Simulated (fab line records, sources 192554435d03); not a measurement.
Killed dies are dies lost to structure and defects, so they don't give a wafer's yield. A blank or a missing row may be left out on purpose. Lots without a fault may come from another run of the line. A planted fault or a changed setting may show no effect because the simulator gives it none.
fab line records | flow n5_finfet
record lots=12 wafers=36 last_day=17
route steps=1938 shown MOL_CONTACT_COAG@563 BEOL_M0_SAQP@632 PASSIVATION@1936
lots that met no fault: from a run of the same line without faults
start_h: hours from the record's first day to the start of the lot's first wafer shown | wait_h: hours since the lot's step before | " the same as in the row above | L1.1+2: a row that stands for several wafers | - no value, or no start given | * or withheld: withheld | < > ~ a bound
route shown NAME@n: a module of which the file shows steps, and the number in the route of the first | usual: mean/standard deviation of fault-free wafers | same: alike in all rows | chamber/n: place in a boat | sites: the reading at each site | _std_site: their standard deviation | _edge_site: outer sites' mean less inner sites' | radius_mm: how far each site lies from the wafer's centre | mask NAME#n: copy n | behind: the tool/chamber that last shaped the wafer | hold: why the lot was held/for how many hours/how that ended | device: the transistor (n, p or np) that didn't switch | end of line: the same wafers' tests at the end of the route | a step without rows: its recipe alone | killed: dies lost to structure and defects at the first sort, not the wafer's yield | map: a wafer's dies, x killed, . not, _ none there
set.NAME: the setting as run; set.NAME@STEP: as run at that earlier step | model.NAME: the simulator's own value behind a step, which no gauge read
steps of the route over a sample of lots; a table a step, a row a wafer
services: from which hour (start_h, from the record's first day; less than 0 if before it) a tool's chamber was out of use, for how many hours, and why
## steps
# step N5_MOL_CONTACT_COAG_PECVD_31
# recipe material=SiO2 target_thk_a=460 temp_c=400 precursor=TEOS/O2 pressure_torr=6.5 rf_w=withheld teos_flow_sccm=withheld gas=O2 flow_sccm=2650 time_s=8.9
# columns lot.wafer tool chamber start_h wait_h
L606.3+4+5 pecvd-03 0,0,2 97.95 0.3
L608.2+3+6 pecvd-03 1,2,2 112.29 0.3
L613.2+3+4 pecvd-04 0,2,1 137.68 0.3
L617.2+3+6 pecvd-04 1,0,0 164.32 0.3
L618.1+3+4 pecvd-04 0,1,2 174.67 0.3
L620.1+4+5 pecvd-01 2,0,2 181.85 0.3
L621.2+5+6 pecvd-03 2,2,1 192.09 0.3
L623.1+3+5 pecvd-03 1,2,2 199.82 0.3
L624.2+4+5 pecvd-01 1,0,1 210.30 0.3
L625.3+5+6 pecvd-01 0,1,0 211.10 0.3
L627.1+2+4 pecvd-01 2,0,2 225.12 0.3
L628.1+5+6 pecvd-03 0,2,0 231.73 0.3
# step N5_MOL_CONTACT_COAG_THK_MEAS_53
# recipe reads=SiO2_of_MOL_CONTACT_COAG_PECVD_31
# usual VIA_MOL_THK=43.9/0.67
# columns lot.wafer tool chamber start_h wait_h VIA_MOL_THK[nm]
L606.3 film_metro-01 - 103.97 - 44.6
L606.4 " - " " 44.4
L606.5 " - " " 43.9
L608.2 film_metro-01 - 116.28 - 43.0
L608.3 " - " " 43.5
L608.6 " - " " 44.1
L613.2 film_metro-01 - 141.50 - 43.4
L613.3 " - " " 43.5
L613.4 " - " " 42.9
L617.2 film_metro-01 - 167.75 - 42.8
L617.3 " - " " 43.4
L617.6 " - " " 40.7
L618.1 film_metro-01 - 180.43 - 40.6
L618.3 " - " " 42.7
L618.4 " - " " 44.1
L620.1 film_metro-02 - 188.56 - 44.3
L620.4 " - " " 44.2
L620.5 " - " " 43.5
L621.2 film_metro-01 - 196.12 - 43.7
L621.5 " - " " 44.8
L621.6 " - " " 45.1
L623.1 film_metro-02 - 203.47 - 43.6
L623.3 " - " " 43.1
L623.5 " - " " 44.5
L624.2 film_metro-02 - 214.22 - 43.9
L624.4 " - " " 44.7
L624.5 " - " " 44.3
L625.3 film_metro-01 - 215.30 - 43.6
L625.5 " - " " 43.6
L625.6 " - " " 44.0
L627.1 film_metro-02 - 228.74 - 44.1
L627.2 " - " " 43.5
L627.4 " - " " 44.9
L628.1 film_metro-02 - 236.11 - 44.5
L628.5 " - " " 44.6
L628.6 " - " " 45.1
# step N5_BEOL_M0_SAQP_PECVD_00
# recipe material=SiCN target_thk_a=80 temp_c=withheld precursor=3MS/NH3 pressure_torr=3 rf_w=202 time_s=14
# usual showerhead_plenum_p_Torr=3.673/0.014 throttle_valve_pct=9.4/0.46
# same time_s=14
# columns lot.wafer tool chamber start_h wait_h showerhead_plenum_p_Torr throttle_valve_pct
L606.3 pecvd-03 1 110.36 0.1 3.672 9.9
L606.4 " 1 " " 3.682 9.7
L606.5 " 0 " " 3.660 8.6
L608.2 pecvd-01 0 119.67 0.2 3.697 10.1
L608.3 " 2 " " 3.671 9.5
L608.6 " 0 " " 3.701 9.9
L613.2 pecvd-01 2 144.88 0.2 3.675 9.4
L613.3 " 1 " " 3.685 9.3
L613.4 " 2 " " 3.671 9.7
L617.2 pecvd-02 1 171.14 0.2 3.651 9.8
L617.3 " 0 " " 3.664 9.4
L617.6 " 1 " " 3.649 9.5
L618.1 pecvd-01 2 183.83 0.2 3.674 9.4
L618.3 " 0 " " 3.703 10.2
L618.4 " 0 " " 3.690 10.0
L620.1 pecvd-01 1 192.77 0.2 3.671 9.2
L620.4 " 2 " " 3.679 9.4
L620.5 " 0 " " 3.692 10.3
L621.2 pecvd-02 1 199.52 0.2 3.656 9.6
L621.5 " 0 " " 3.663 9.4
L621.6 " 1 " " 3.655 9.7
L623.1 pecvd-03 1 206.85 0.2 3.664 9.9
L623.3 " 1 " " 3.678 9.9
L623.5 " 1 " " 3.671 10.0
L624.2 pecvd-01 2 217.61 0.2 3.678 9.4
L624.4 " 0 " " 3.695 10.0
L624.5 " 2 " " 3.671 9.3
L625.3 pecvd-03 0 220.62 0.1 3.665 9.0
L625.5 " 1 " " 3.677 10.0
L625.6 " 0 " " 3.658 9.2
L627.1 pecvd-03 2 232.15 0.2 3.666 8.5
L627.2 " 0 " " 3.671 9.2
L627.4 " 1 " " 3.678 9.9
L628.1 pecvd-01 2 239.50 0.2 3.677 9.6
L628.5 " 2 " " 3.685 9.6
L628.6 " 0 " " 3.692 9.8
# step N5_BEOL_M0_SAQP_ILD_DEP_01
# recipe material=SiOC target_thk_a=454.19 temp_c=350 precursor=DEMS/O2 pressure_torr=5 rf_w=500 time_s=8.7
# usual heater_power_outer_w=262/43 heater_power_w=475/74 showerhead_plenum_p_Torr=5.703/0.016 throttle_valve_pct=12.4/0.6
# same time_s=8.7
# columns lot.wafer tool chamber start_h wait_h heater_power_outer_w heater_power_w showerhead_plenum_p_Torr throttle_valve_pct
L606.3 pecvd-03 1 110.38 0.0 249 434 5.703 13.0
L606.4 " 1 " " 249 445 5.706 13.2
L606.5 " 0 " " 317 554 5.688 11.6
L608.2 pecvd-01 0 119.70 0.0 308 602 5.729 12.9
L608.3 " 2 " " 234 401 5.689 12.5
L608.6 " 0 " " 317 592 5.725 13.3
L613.2 pecvd-01 2 144.91 0.0 247 415 5.711 12.4
L613.3 " 1 " " 291 505 5.709 11.7
L613.4 " 2 " " 246 419 5.702 12.6
L617.2 pecvd-02 1 171.17 0.0 341 603 5.680 12.6
L617.3 " 0 " " 288 499 5.680 12.2
L617.6 " 1 " " 353 607 5.686 12.8
L618.1 pecvd-01 2 183.86 0.0 265 429 5.710 12.7
L618.3 " 0 " " 280 546 5.728 12.9
L618.4 " 0 " " 284 568 5.725 12.9
L620.1 pecvd-01 1 192.80 0.0 293 502 5.708 11.8
L620.4 " 2 " " 226 393 5.707 12.6
L620.5 " 0 " " 306 570 5.729 12.9
L621.2 pecvd-02 1 199.55 0.0 328 587 5.685 12.9
L621.5 " 0 " " 315 547 5.699 12.0
L621.6 " 1 " " 335 589 5.679 12.5
L623.1 pecvd-03 1 206.93 0.1 246 438 5.699 13.1
L623.3 " 1 " " 182 347 5.706 12.9
L623.5 " 1 " " 183 364 5.701 13.1
L624.2 pecvd-01 2 217.63 0.0 225 383 5.714 12.4
L624.4 " 0 " " 262 543 5.722 13.0
L624.5 " 2 " " 225 393 5.711 13.0
L625.3 pecvd-03 0 220.66 0.0 319 555 5.695 12.0
L625.5 " 1 " " 223 418 5.690 13.0
L625.6 " 0 " " 317 553 5.664 12.0
L627.1 pecvd-03 2 232.17 0.0 180 363 5.679 11.1
L627.2 " 0 " " 344 598 5.693 11.9
L627.4 " 1 " " 183 373 5.703 12.9
L628.1 pecvd-01 2 239.53 0.0 290 465 5.705 12.5
L628.5 " 2 " " 289 468 5.699 12.4
L628.6 " 0 " " 239 499 5.716 13.3
# step N5_BEOL_M0_SAQP_PECVD_03
# recipe material=SiCN target_thk_a=120 temp_c=withheld precursor=3MS/NH3 pressure_torr=3 rf_w=202 time_s=21.1
# usual showerhead_plenum_p_Torr=3.669/0.015 throttle_valve_pct=9.3/0.52
# same time_s=21.1
# columns lot.wafer tool chamber start_h wait_h showerhead_plenum_p_Torr throttle_valve_pct
L606.3 pecvd-02 1 111.57 0.1 3.649 9.6
L606.4 " 2 " " 3.644 8.3
L606.5 " 1 " " 3.648 9.4
L608.2 pecvd-02 2 120.22 0.1 3.648 8.2
L608.3 " 1 " " 3.648 9.8
L608.6 " 0 " " 3.663 9.1
L613.2 pecvd-01 1 145.64 0.1 3.680 9.2
L613.3 " 0 " " 3.696 9.9
L613.4 " 0 " " 3.697 9.7
L617.2 pecvd-02 0 171.54 0.1 3.659 9.1
L617.3 " 1 " " 3.658 9.6
L617.6 " 1 " " 3.651 9.7
L618.1 pecvd-03 2 184.67 0.1 3.661 9.3
L618.3 " 0 " " 3.658 9.0
L618.4 " 0 " " 3.656 8.9
L620.1 pecvd-01 0 193.84 0.1 3.697 10.0
L620.4 " 0 " " 3.693 9.8
L620.5 " 1 " " 3.663 9.3
L621.2 pecvd-02 0 200.72 0.1 3.655 9.1
L621.5 " 1 " " 3.655 9.9
L621.6 " 0 " " 3.656 9.2
L623.1 pecvd-03 1 207.53 0.1 3.681 10.0
L623.3 " 1 " " 3.664 10.0
L623.5 " 1 " " 3.678 9.7
L624.2 pecvd-01 0 218.26 0.1 3.687 9.7
L624.4 " 0 " " 3.689 9.9
L624.5 " 2 " " 3.666 9.5
L625.3 pecvd-03 1 221.50 0.1 3.673 10.0
L625.5 " 1 " " 3.672 9.6
L625.6 " 0 " " 3.670 8.7
L627.1 pecvd-03 2 236.74 0.1 3.668 8.5
L627.2 " 1 " " 3.674 10.1
L627.4 " 1 " " 3.666 9.8
L628.1 pecvd-01 2 239.76 0.1 3.672 9.7
L628.5 " 0 " " 3.707 10.3
L628.6 " 2 " " 3.674 9.6
# step N5_PASSIVATION_PROBE_49
# usual killed_at_M0_to_M3=34/8.9 killed_at_M4_up=13/4.6 killed_at_contacts=12/5.5 killed_at_front_end=41/11 killed_at_other=3.1/2.9 killed_dies=102/16 killed_open=66/11 killed_short=34/7.6
# same gross_dies=1180 killed_at_back_side=0
# columns lot.wafer tool chamber start_h wait_h killed_at_M0_to_M3 killed_at_M4_up killed_at_contacts killed_at_front_end killed_at_other killed_dies killed_open killed_short
L617.2 prober-01 - 326.41 0.1 23 8 9 32 3 75 46 29
L617.3 prober-01 - 326.46 0.1 33 20 6 45 1 105 63 41
L617.6 prober-01 - 326.61 0.3 34 12 9 44 4 103 71 31
L618.1 prober-01 - 346.62 0.0 41 20 19 34 4 118 82 36
L618.3 prober-01 - 346.72 0.1 31 16 10 47 2 106 64 35
L618.4 prober-01 - 346.77 0.2 27 13 13 47 4 104 64 40
L620.1 prober-01 - 354.29 0.0 27 9 15 48 9 108 70 37
L620.4 prober-01 - 354.44 0.2 24 10 15 35 5 89 59 29
L620.5 prober-01 - 354.49 0.2 26 11 8 37 1 83 53 26
# killed by level:class
L617.2 STI_FIN_REVEAL:geometric_particle:open=8 FIN_SAQP:geometric_particle:short=6 BEOL_M0_SAQP:geometric_particle:short=6 BEOL_M2:geometric_particle:open=6 MOL_CONTACT_COAG:geometric_particle:open=5 FIN_SAQP:geometric_particle:open=4 MOL_CONTACT_COAG:geometric_particle:short=4 BEOL_M2:geometric_particle:short=3
L617.3 FIN_SAQP:geometric_particle:short=10 BEOL_M2:geometric_particle:open=10 BEOL_M0_SAQP:geometric_particle:short=9 BEOL_M0_SAQP:geometric_particle:open=8 STI_FIN_REVEAL:geometric_particle:open=7 GATE_CUT:geometric_particle:short=7 BEOL_M4:geometric_particle:open=6 FIN_SAQP:geometric_particle:open=4
L617.6 STI_FIN_REVEAL:geometric_particle:open=16 FIN_SAQP:geometric_particle:open=9 MOL_CONTACT_COAG:geometric_particle:open=8 BEOL_M0_SAQP:geometric_particle:short=8 BEOL_M4:geometric_particle:open=7 BEOL_M0_SAQP:geometric_particle:open=6 FIN_SAQP:geometric_particle:short=4 BEOL_M0:geometric_particle:open=4
L618.1 BEOL_M0_SAQP:geometric_particle:open=15 MOL_CONTACT_COAG:geometric_particle:open=11 BEOL_M4:geometric_particle:open=10 FIN_SAQP:geometric_particle:open=8 MOL_CONTACT_COAG:geometric_particle:short=8 BEOL_M3:geometric_particle:open=7 BEOL_M0_SAQP:geometric_particle:short=6 FIN_SAQP:geometric_particle:short=5
L618.3 FIN_SAQP:geometric_particle:open=11 STI_FIN_REVEAL:geometric_particle:open=11 BEOL_M0_SAQP:geometric_particle:short=11 MOL_CONTACT_COAG:geometric_particle:open=8 BEOL_M0_SAQP:geometric_particle:open=7 HKMG_FIN:area_etch=7 BEOL_M4:geometric_particle:open=6 STARTING-WAFER:geometric_particle:short=6
L618.4 FIN_SAQP:geometric_particle:short=17 FIN_SAQP:geometric_particle:open=15 MOL_CONTACT_COAG:geometric_particle:open=12 BEOL_M0_SAQP:geometric_particle:open=8 BEOL_M0:geometric_particle:open=7 STI_FIN_REVEAL:geometric_particle:open=6 BEOL_M0_SAQP:geometric_particle:short=5 BEOL_M4:geometric_particle:short=4
L620.1 FIN_SAQP:geometric_particle:short=13 FIN_SAQP:geometric_particle:open=12 MOL_CONTACT_COAG:geometric_particle:open=11 STI_FIN_REVEAL:geometric_particle:open=9 BEOL_M0_SAQP:geometric_particle:open=6 BEOL_M3:geometric_particle:open=5 GATE_CUT:geometric_particle:short=4 MOL_CONTACT_COAG:geometric_particle:short=4
L620.4 MOL_CONTACT_COAG:geometric_particle:open=11 FIN_SAQP:geometric_particle:short=7 STI_FIN_REVEAL:geometric_particle:open=6 ILD0:geometric_particle:short=5 BEOL_M0:geometric_particle:open=5 BEOL_M2:geometric_particle:open=5 BEOL_M3:geometric_particle:open=5 FIN_SAQP:geometric_particle:open=4
L620.5 STI_FIN_REVEAL:geometric_particle:open=9 MOL_CONTACT_COAG:geometric_particle:open=8 BEOL_M1:geometric_particle:open=8 FIN_SAQP:geometric_particle:open=6 BEOL_M0_SAQP:geometric_particle:open=5 BEOL_M0_SAQP:geometric_particle:short=5 BEOL_M3:geometric_particle:open=5 FIN_SAQP:geometric_particle:short=4
## services
# columns tool chamber start_h hours kind
pecvd-04 - 85.71 0.6 repair
pecvd-01 2 102.42 5.5 scheduled_down
pecvd-04 1 105.45 - calibration
pecvd-04 2 105.64 5.5 scheduled_down
pecvd-03 2 142.85 5.0 scheduled_down
pecvd-02 - 144.46 0.7 repair
pecvd-04 - 148.13 1.1 repair
pecvd-04 2 154.06 2.1 scheduled_down
pecvd-03 1 156.82 2.1 scheduled_down
pecvd-03 - 169.69 2.8 pm
pecvd-04 - 175.90 0.9 repair
pecvd-01 - 186.49 2.8 pm
pecvd-01 0 199.65 2.1 scheduled_down
pecvd-03 2 202.38 - clean
pecvd-03 2 202.38 - consumable_replace:showerhead
pecvd-03 2 202.38 29.0 scheduled_down
pecvd-03 2 202.38 29.0 vent_cycle
pecvd-01 0 225.32 5.5 scheduled_down
## key
first_sign step=N5_MOL_CONTACT_COAG_THK_MEAS_53 reading=VIA_MOL_THK direction=down sigmas=4.8 usual=43.9 struck=40.7
effect none on later readings
met_at N5_MOL_CONTACT_COAG_PECVD_31
struck_lots L617,L618
struck_wafers L617.6,L618.1
tester_left_out L617,L618
not_acting_at N5_BEOL_M0_SAQP_PECVD_00,N5_BEOL_M0_SAQP_ILD_DEP_01,N5_BEOL_M0_SAQP_PECVD_03
onset_between 137.68 164.32
fault kind=process_parameter_drift tool=pecvd-04 chamber=- onset_h=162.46 steps=N5_MOL_CONTACT_COAG_PECVD_31 channel=time_s offset=* shape=step end_h=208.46 scope=struck_wafers_only acts_in=* stated=*
# tester_left_out: of these lots the tester's yield and bins aren't shown, on N5 and GAA mostly nor the transistor test; their killed dies are dies lost to structure and defects alone, not to doping, threshold or leakage, so they don't give the yield
